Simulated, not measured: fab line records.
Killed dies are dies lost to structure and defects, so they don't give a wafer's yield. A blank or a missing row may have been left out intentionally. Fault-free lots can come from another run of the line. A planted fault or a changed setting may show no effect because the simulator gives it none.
fab line records | flow n5_finfet
record lots=5 | wafers=15 | last_day=18
route steps=1938 shown BEOL_M6@1224
lots that met no fault: taken from a fault-free run of the same line
start_h: start of the lot's first displayed wafer, in hours after the record's first day | wait_h: how many hours have passed since the lot's step before this one | " unchanged from the row above | L1.1+2: several wafers, shown together as one row | - no value present, or no start provided | * or withheld: withheld | < > ~ a bound
route shown NAME@n: NAME is a module with steps in the file, n the number in the route of the first one | usual: mean and standard deviation over wafers with no fault | same: alike in all rows | chamber/n: place in a boat | sites: readings site by site | _std_site: standard deviation of those values | _edge_site: mean of outer sites minus mean of inner sites | radius_mm: for every site, how far away it sits from the centre of the wafer | mask NAME#n: copy n | behind: the last tool/chamber to shape the wafer | hold: reason for holding the lot/hours on hold/outcome of the hold | device: transistor that didn't switch, given as n, p or np | end of line: the same wafers' tests at the end of the route | where a step has no rows: the recipe by itself | killed: the dies lost at the first sort to structure and to defects; this is not the yield of the wafer | map: shows each die of a wafer: x if killed, . if not, _ if none is there
set.NAME: the setting the step ran with; set.NAME@STEP: the setting that earlier step ran with | model.NAME: the simulator's own value behind a step, which no gauge read
lots seen at some steps along the route; tables by step, rows by wafer
services: the hour from which a tool's chamber was out of use, counted from the record's first day as start_h (under 0 if before that day), plus the number of hours and why
## steps
# step N5_BEOL_M6_EXPOSE_25
# recipe mask_id=V5 | na=0.33 | source_shape=annular | sigma_inner=0.4 | sigma_outer=0.8 | polarization=unpolarized | target_cd_nm=40 | dose_mj=45
# step N5_BEOL_M6_PEB_26
# recipe peb_temp_c=100 | peb_time_s=60 | resist=CAR-EUV
# step N5_BEOL_M6_DEVELOP_27
# recipe develop_time_s=30 | developer=TMAH | resist=CAR-EUV | rinse_liquid=surfactant_rinse | dry=air_spin | dev_temp_c=23
# step N5_BEOL_M6_CD_MEAS_28
# recipe target_cd_nm=40 | landing_energy_ev=500 | detector=se_inlens
# usual cd_nm=39.99/0.23
lot.wafer | tool      | chamber | start_h | wait_h | cd_nm
L407.1    | cd_sem-01 | 0       | 185.56  | -      | 40.54
L407.3    | "         | 0       | "       | "      | 40.17
L407.5    | "         | 0       | "       | "      | 40.40
L416.1    | cd_sem-01 | 0       | 241.72  | -      | 40.08
L416.3    | "         | 0       | "       | "      | 40.23
L416.6    | "         | 0       | "       | "      | 40.25
L422.2    | cd_sem-03 | 0       | 278.90  | -      | 40.10
L422.5    | "         | 0       | "       | "      | 40.25
L422.6    | "         | 0       | "       | "      | 39.84
L428.2    | cd_sem-03 | 0       | 326.09  | -      | 39.99
L428.3    | "         | 0       | "       | "      | 40.12
L428.6    | "         | 0       | "       | "      | 40.32
L429.2    | cd_sem-02 | 0       | 336.43  | -      | 39.40
L429.4    | "         | 0       | "       | "      | 40.00
L429.6    | "         | 0       | "       | "      | 40.14
# step N5_BEOL_M6_OVL_MEAS_29
# recipe points_per_wafer=522
# usual V5_OVL=-0.2/0.71
lot.wafer | tool       | chamber | start_h | wait_h | V5_OVL[nm]
L407.1    | overlay-02 | 0       | 185.59  | 0.0    | -0.6
L407.3    | "          | 0       | "       | "      | 0.2
L407.5    | "          | 0       | "       | "      | 0.6
L416.1    | overlay-01 | 0       | 241.75  | 0.0    | -0.8
L416.3    | "          | 0       | "       | "      | -1.0
L416.6    | "          | 0       | "       | "      | -0.7
L422.2    | overlay-01 | 0       | 278.93  | 0.0    | -0.5
L422.5    | "          | 0       | "       | "      | -0.7
L422.6    | "          | 0       | "       | "      | -0.4
L428.2    | overlay-02 | 0       | 326.13  | 0.0    | 0.6
L428.3    | "          | 0       | "       | "      | 0.5
L428.6    | "          | 0       | "       | "      | 1.8
L429.2    | overlay-02 | 0       | 336.46  | 0.0    | -0.7
L429.4    | "          | 0       | "       | "      | 0.3
L429.6    | "          | 0       | "       | "      | -0.1
# step N5_BEOL_M6_INSPECT_30
# recipe mode=adi | inspect_instrument=brightfield
# usual raw_defect_count=397/84
lot.wafer | tool              | chamber | start_h | wait_h | raw_defect_count
L407.1    | defect_inspect-02 | -       | 185.65  | 0.1    | 334
L407.3    | "                 | -       | "       | "      | 242
L407.5    | "                 | -       | "       | "      | 360
L416.1    | defect_inspect-02 | -       | 241.81  | 0.1    | 398
L416.3    | "                 | -       | "       | "      | 406
L416.6    | "                 | -       | "       | "      | 314
L422.2    | defect_inspect-02 | -       | 278.98  | 0.0    | 396
L422.5    | "                 | -       | "       | "      | 342
L422.6    | "                 | -       | "       | "      | 509
L428.2    | defect_inspect-01 | -       | 326.18  | 0.0    | 282
L428.3    | "                 | -       | "       | "      | 467
L428.6    | "                 | -       | "       | "      | 350
L429.2    | defect_inspect-01 | -       | 336.52  | 0.0    | 538
L429.4    | "                 | -       | "       | "      | 523
L429.6    | "                 | -       | "       | "      | 475
# step N5_BEOL_M6_DESCUM_33
# recipe chemistry=O2 | time_s=7 | source_power_w=50 | bias_power_w=20 | pressure_mtorr=20 | rf_frequency_hz=2.712e+07 | temp_c=40 | resist=CAR-EUV | o2_flow_sccm=225
# usual drypump_motor_current_A=5.6/0.49 | oes_product_au=0.82/0.071 | rf_vpp_V=243.7/1.4 | showerhead_plenum_p_Torr=2.12/0.081 | throttle_valve_pct=20.47/0.21
lot.wafer | tool        | chamber | start_h | wait_h | drypump_motor_current_A | oes_product_au | rf_hours_counter_h | rf_vpp_V | showerhead_plenum_p_Torr | throttle_valve_pct
L407.1    | rie_diel-05 | 2       | 185.74  | 0.1    | 5.6                     | 0.86           | 71                 | 242.3    | 2.02                     | 20.55
L407.3    | "           | 3       | "       | "      | 5.0                     | 0.89           | 30                 | 245.5    | 2.22                     | 20.24
L407.5    | "           | 3       | "       | "      | 5.0                     | 0.89           | -                  | 245.3    | 2.22                     | 20.22
L416.1    | rie_diel-06 | 3       | 241.84  | 0.0    | 5.7                     | 0.99           | 0                  | 244.3    | 2.15                     | 20.53
L416.3    | "           | 1       | "       | "      | 6.3                     | 0.83           | 64                 | 244.0    | 2.22                     | 20.58
L416.6    | "           | 0       | "       | "      | 4.8                     | 0.81           | -                  | 243.2    | 2.20                     | 20.63
L422.2    | rie_diel-05 | 0       | 279.65  | 0.7    | 5.5                     | 0.83           | 73                 | 241.7    | 2.03                     | 20.19
L422.5    | "           | 3       | "       | "      | 5.0                     | 0.84           | -                  | 245.1    | 2.21                     | 20.28
L422.6    | "           | 0       | "       | "      | 5.5                     | 0.82           | -                  | 242.4    | 2.03                     | 20.19
L428.2    | rie_diel-06 | 1       | 326.22  | 0.0    | 6.2                     | 0.80           | 98                 | 244.1    | 2.21                     | 20.63
L428.3    | "           | 2       | "       | "      | 5.8                     | 0.97           | 1                  | 242.5    | 2.06                     | 20.34
L428.6    | "           | 3       | "       | "      | 5.7                     | 0.87           | -                  | 243.4    | 2.14                     | 20.56
L429.2    | rie_diel-06 | 3       | 336.86  | 0.3    | 5.7                     | 0.86           | 41                 | 243.4    | 2.14                     | 20.57
L429.4    | "           | 0       | "       | "      | 4.8                     | 0.79           | -                  | 246.1    | 2.19                     | 20.65
L429.6    | "           | 3       | "       | "      | 5.7                     | 0.87           | -                  | 244.0    | 2.14                     | 20.59
# step N5_BEOL_M6_ETCH_72
# recipe chemistry=N2/H2 | target=underlayer | target_depth_a=65 | mask_material=CAR-EUV | time_s=5.2 | ion_energy_ev=200 | pressure_mtorr=30 | source_w=840 | bias_w=150 | n2_flow_sccm=200 | h2_flow_sccm=200 | ends=cleared
# usual drypump_motor_current_A=5.6/0.49 | etch_rf_on_time_s=5.17/0.067 | oes_product_au=0.70/0.059 | rf_vpp_V=524.8/2.9 | showerhead_plenum_p_Torr=2.58/0.096 | throttle_valve_pct=17.85/0.2
lot.wafer | tool        | chamber | start_h | wait_h | drypump_motor_current_A | etch_rf_on_time_s | oes_product_au | rf_hours_counter_h | rf_vpp_V | showerhead_plenum_p_Torr | throttle_valve_pct
L407.1    | rie_diel-05 | 2       | 185.77  | 0.0    | 5.6                     | 5.07              | 0.74           | 71                 | 521.1    | 2.46                     | 18.02
L407.3    | "           | 3       | "       | "      | 5.0                     | 5.15              | 0.74           | 30                 | 530.5    | 2.70                     | 17.56
L407.5    | "           | 3       | "       | "      | 5.0                     | 5.07              | 0.76           | -                  | 527.8    | 2.70                     | 17.54
L416.1    | rie_diel-06 | 3       | 241.87  | 0.0    | 5.7                     | 5.11              | 0.85           | 0                  | 525.1    | 2.60                     | 17.80
L416.3    | "           | 1       | "       | "      | 6.2                     | 5.12              | 0.72           | 64                 | 528.6    | 2.69                     | 17.99
L416.6    | "           | 0       | "       | "      | 4.8                     | 5.10              | 0.71           | -                  | 525.7    | 2.67                     | 17.92
L422.2    | rie_diel-05 | 0       | 279.68  | 0.0    | 5.5                     | 5.21              | 0.70           | 73                 | 519.5    | 2.46                     | 17.62
L422.5    | "           | 3       | "       | "      | 4.9                     | 5.13              | 0.70           | -                  | 528.9    | 2.69                     | 17.63
L422.6    | "           | 0       | "       | "      | 5.5                     | 5.17              | 0.70           | -                  | 522.4    | 2.46                     | 17.65
L428.2    | rie_diel-06 | 1       | 326.25  | 0.0    | 6.3                     | 5.24              | 0.67           | 98                 | 527.3    | 2.68                     | 18.06
L428.3    | "           | 2       | "       | "      | 5.8                     | 5.17              | 0.83           | 1                  | 522.9    | 2.50                     | 17.65
L428.6    | "           | 3       | "       | "      | 5.7                     | 5.21              | 0.74           | -                  | 523.0    | 2.59                     | 17.88
L429.2    | rie_diel-06 | 3       | 336.90  | 0.0    | 5.7                     | 5.21              | 0.73           | 41                 | 524.8    | 2.59                     | 17.87
L429.4    | "           | 0       | "       | "      | 4.8                     | 5.18              | 0.67           | -                  | 527.3    | 2.66                     | 17.96
L429.6    | "           | 3       | "       | "      | 5.7                     | 5.19              | 0.74           | -                  | 524.6    | 2.58                     | 17.88
# step N5_BEOL_M6_ETCH_65
# recipe chemistry=CF4 | target=SiARC | target_depth_a=156 | mask_material=CAR-EUV | time_s=26 | ion_energy_ev=80 | pressure_mtorr=40 | source_w=545 | bias_w=36 | Ar_flow_sccm=100 | cf4_flow_sccm=100 | ends=cleared
# usual drypump_motor_current_A=5.6/0.48 | etch_rf_on_time_s=25.8/0.37 | oes_product_au=0.70/0.061 | rf_vpp_V=184.4/1.3 | showerhead_plenum_p_Torr=2.17/0.075 | throttle_valve_pct=15.63/0.21
lot.wafer | tool        | chamber | start_h | wait_h | drypump_motor_current_A | etch_rf_on_time_s | oes_product_au | rf_hours_counter_h | rf_vpp_V | showerhead_plenum_p_Torr | throttle_valve_pct
L407.1    | rie_diel-05 | 2       | 185.79  | 0.0    | 5.6                     | 24.8              | 0.75           | 71                 | 182.8    | 2.08                     | 15.77
L407.3    | "           | 3       | "       | "      | 5.0                     | 25.4              | 0.76           | 30                 | 186.5    | 2.27                     | 15.44
L407.5    | "           | 3       | "       | "      | 5.0                     | 25.3              | 0.76           | -                  | 185.7    | 2.27                     | 15.45
L416.1    | rie_diel-06 | 3       | 241.89  | 0.0    | 5.7                     | 25.7              | 0.86           | 0                  | 184.4    | 2.20                     | 15.61
L416.3    | "           | 1       | "       | "      | 6.2                     | 25.9              | 0.71           | 64                 | 186.3    | 2.26                     | 15.64
L416.6    | "           | 0       | "       | "      | 4.8                     | 25.6              | 0.71           | -                  | 185.1    | 2.25                     | 15.76
L422.2    | rie_diel-05 | 0       | 279.70  | 0.0    | 5.5                     | 26.0              | 0.70           | 73                 | 182.3    | 2.09                     | 15.41
L422.5    | "           | 3       | "       | "      | 5.0                     | 25.7              | 0.72           | -                  | 186.4    | 2.26                     | 15.50
L422.6    | "           | 0       | "       | "      | 5.5                     | 26.2              | 0.70           | -                  | 184.1    | 2.09                     | 15.41
L428.2    | rie_diel-06 | 1       | 326.27  | 0.0    | 6.2                     | 25.6              | 0.69           | 98                 | 186.8    | 2.25                     | 15.73
L428.3    | "           | 2       | "       | "      | 5.8                     | 25.6              | 0.83           | 1                  | 184.2    | 2.11                     | 15.46
L428.6    | "           | 3       | "       | "      | 5.7                     | 25.6              | 0.75           | -                  | 185.4    | 2.19                     | 15.68
L429.2    | rie_diel-06 | 3       | 336.92  | 0.0    | 5.7                     | 25.8              | 0.73           | 41                 | 183.8    | 2.18                     | 15.68
L429.4    | "           | 0       | "       | "      | 4.8                     | 25.9              | 0.68           | -                  | 185.1    | 2.23                     | 15.82
L429.6    | "           | 3       | "       | "      | 5.7                     | 26.0              | 0.74           | -                  | 183.8    | 2.18                     | 15.70
# step N5_BEOL_M6_ETCH_66
# recipe chemistry=N2/H2 | target=SOC | target_depth_a=800 | overetch_a=160 | mask_material=SiARC | temp_c=40 | time_s=120 | ion_energy_ev=200 | pressure_mtorr=30 | source_w=840 | bias_w=150 | n2_flow_sccm=200 | h2_flow_sccm=200
# usual drypump_motor_current_A=5.6/0.49 | oes_product_au=0.63/0.052 | rf_vpp_V=524.8/2.7 | run_length_s=143.4/0.45 | showerhead_plenum_p_Torr=2.58/0.096 | throttle_valve_pct=17.81/0.2
lot.wafer | tool        | chamber | start_h | wait_h | drypump_motor_current_A | oes_product_au | rf_hours_counter_h | rf_vpp_V | run_length_s | showerhead_plenum_p_Torr | throttle_valve_pct
L407.1    | rie_diel-05 | 2       | 185.82  | 0.0    | 5.7                     | 0.65           | 72                 | 522.7    | 143.2        | 2.46                     | 17.98
L407.3    | "           | 3       | "       | "      | 5.0                     | 0.67           | 30                 | 527.4    | 142.5        | 2.70                     | 17.51
L407.5    | "           | 3       | "       | "      | 5.0                     | 0.67           | -                  | 528.4    | 142.9        | 2.70                     | 17.52
L416.1    | rie_diel-06 | 3       | 241.92  | 0.0    | 5.7                     | 0.76           | 0                  | 525.5    | 143.0        | 2.60                     | 17.76
L416.3    | "           | 1       | "       | "      | 6.2                     | 0.64           | 64                 | 527.3    | 143.2        | 2.69                     | 17.95
L416.6    | "           | 0       | "       | "      | 4.8                     | 0.63           | -                  | 528.0    | 143.8        | 2.67                     | 17.85
L422.2    | rie_diel-05 | 0       | 279.73  | 0.0    | 5.5                     | 0.64           | 73                 | 521.5    | 144.0        | 2.47                     | 17.59
L422.5    | "           | 3       | "       | "      | 4.9                     | 0.63           | -                  | 527.2    | 142.8        | 2.69                     | 17.56
L422.6    | "           | 0       | "       | "      | 5.5                     | 0.62           | -                  | 523.2    | 144.2        | 2.46                     | 17.58
L428.2    | rie_diel-06 | 1       | 326.30  | 0.0    | 6.3                     | 0.61           | 99                 | 527.2    | 143.5        | 2.68                     | 18.01
L428.3    | "           | 2       | "       | "      | 5.8                     | 0.74           | 1                  | 522.2    | 143.6        | 2.50                     | 17.63
L428.6    | "           | 3       | "       | "      | 5.7                     | 0.66           | -                  | 525.6    | 143.3        | 2.59                     | 17.82
L429.2    | rie_diel-06 | 3       | 336.94  | 0.0    | 5.7                     | 0.66           | 41                 | 525.9    | 143.0        | 2.59                     | 17.83
L429.4    | "           | 0       | "       | "      | 4.8                     | 0.60           | -                  | 527.6    | 143.7        | 2.66                     | 17.91
L429.6    | "           | 3       | "       | "      | 5.7                     | 0.66           | -                  | 526.1    | 143.7        | 2.59                     | 17.84
# step N5_BEOL_M6_STRIP_69
# recipe chemistry=N2/H2 | temp_c=40 | n2_flow_sccm=200 | h2_flow_sccm=200 | rf_frequency_hz=6e+07
# step N5_BEOL_M6_STRIP_73
# recipe chemistry=N2/H2 | temp_c=40 | n2_flow_sccm=200 | h2_flow_sccm=200 | rf_frequency_hz=6e+07
# step N5_BEOL_M6_VIA_ETCH_34
# recipe chemistry=C4F6/O2 | target=SiCOH_lowk | target_depth_a=1263 | mask_material=SOC | taper_deg=4 | time_s=50.9 | ion_energy_ev=250 | pressure_mtorr=30 | source_w=345 | bias_w=185 | Ar_flow_sccm=300 | C4F6_flow_sccm=10 | O2_flow_sccm=10
# usual drypump_motor_current_A=5.6/0.49 | oes_product_au=0.82/0.07 | rf_vpp_V=663/5.6 | run_length_s=74.4/0.52 | showerhead_plenum_p_Torr=2.89/0.1 | throttle_valve_pct=20.93/0.22
lot.wafer | tool        | chamber | start_h | wait_h | drypump_motor_current_A | oes_product_au | rf_hours_counter_h | rf_vpp_V | run_length_s | showerhead_plenum_p_Torr | throttle_valve_pct | model.etch.depth_nm | model.SOC_of_BEOL_M6_COAT_63.thk_nm
L407.1    | rie_diel-05 | 2       | 185.92  | 0.0    | 5.6                     | 0.86           | 72                 | 656      | 74.2         | 2.76                     | 21.10              | 128.4               | 54.4
L407.3    | "           | 3       | "       | "      | 5.0                     | 0.88           | 30                 | 675      | 74.0         | 3.02                     | 20.77              | 128.2               | 54
L407.5    | "           | 3       | "       | "      | 5.0                     | 0.88           | -                  | 675      | 73.4         | 3.02                     | 20.75              | 127.4               | 54.4
L416.1    | rie_diel-06 | 3       | 242.02  | 0.0    | 5.7                     | 0.98           | 0                  | 669      | 74.0         | 2.92                     | 20.96              | 125                 | 54
L416.3    | "           | 1       | "       | "      | 6.2                     | 0.84           | 64                 | 657      | 74.0         | 3.01                     | 21.04              | 126.5               | 53.8
L416.6    | "           | 0       | "       | "      | 4.8                     | 0.82           | -                  | 666      | 81.7         | 2.98                     | 21.04              | 144.1               | 53
L422.2    | rie_diel-05 | 0       | 279.83  | 0.0    | 5.5                     | 0.82           | 73                 | 663      | 74.7         | 2.77                     | 20.69              | 126                 | 54.4
L422.5    | "           | 3       | "       | "      | 5.0                     | 0.83           | -                  | 675      | 73.5         | 3.01                     | 20.80              | 127.7               | 54
L422.6    | "           | 0       | "       | "      | 5.5                     | 0.82           | -                  | 663      | 74.9         | 2.77                     | 20.68              | 126.8               | 54
L428.2    | rie_diel-06 | 1       | 326.40  | 0.0    | 6.3                     | 0.80           | 99                 | 657      | 73.9         | 3.00                     | 21.09              | 125.2               | 53.8
L428.3    | "           | 2       | "       | "      | 5.8                     | 0.97           | 2                  | 656      | 74.3         | 2.80                     | 20.79              | 129                 | 53.8
L428.6    | "           | 3       | "       | "      | 5.7                     | 0.87           | -                  | 667      | 74.6         | 2.90                     | 21.01              | 126.9               | 53.8
L429.2    | rie_diel-06 | 3       | 337.04  | 0.0    | 5.6                     | 0.87           | 41                 | 669      | 74.4         | 2.90                     | 21.02              | 127.7               | 53.8
L429.4    | "           | 0       | "       | "      | 4.8                     | 0.79           | -                  | 667      | 75.4         | 2.97                     | 21.12              | 126.5               | 53.8
L429.6    | "           | 3       | "       | "      | 5.7                     | 0.86           | -                  | 667      | 74.0         | 2.90                     | 21.03              | 127.4               | 53.8
# step N5_BEOL_M6_STRIP_76
# recipe chemistry=C4F6/O2 | resist=SiARC | rf_frequency_hz=6e+07
## services
tool        | chamber | start_h | hours | kind
rie_diel-06 | -       | 186.01  | 2.8   | pm
rie_diel-06 | 2       | 193.07  | 5.0   | repair
rie_diel-06 | 3       | 217.63  | -     | clean
rie_diel-06 | 3       | 217.63  | -     | consumable_replace:focus_ring
rie_diel-06 | 3       | 217.63  | 24.0  | scheduled_down
rie_diel-06 | 3       | 217.63  | 24.0  | vent_cycle
rie_diel-06 | 0       | 248.46  | 12.2  | repair
rie_diel-06 | 2       | 253.30  | 11.7  | repair
rie_diel-06 | 2       | 297.24  | -     | clean
rie_diel-06 | 2       | 297.24  | -     | consumable_replace:focus_ring
rie_diel-06 | 2       | 297.24  | 22.7  | scheduled_down
rie_diel-06 | 2       | 297.24  | 22.7  | vent_cycle
rie_diel-06 | 0       | 323.11  | 6.4   | repair
rie_diel-05 | -       | 328.94  | 1.0   | repair
rie_diel-06 | 1       | 331.98  | 7.0   | repair
## key
first_sign step=N5_BEOL_M6_VIA_ETCH_34 | reading=run_length_s | direction=up | sigmas=14 | usual=* | struck=*
effect none on later readings
model_effect step=N5_BEOL_M6_VIA_ETCH_34 | value=etch.depth_nm | without=126.7 | struck=144.1
met_at N5_BEOL_M6_VIA_ETCH_34
struck_wafers L416.6
fault kind=process_parameter_drift | tool=rie_diel-06 | chamber=0 | onset_h=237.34 | steps=N5_BEOL_M6_VIA_ETCH_34 | channel=time_s | offset=* | shape=step | end_h=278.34 | acts_in=* | stated=*
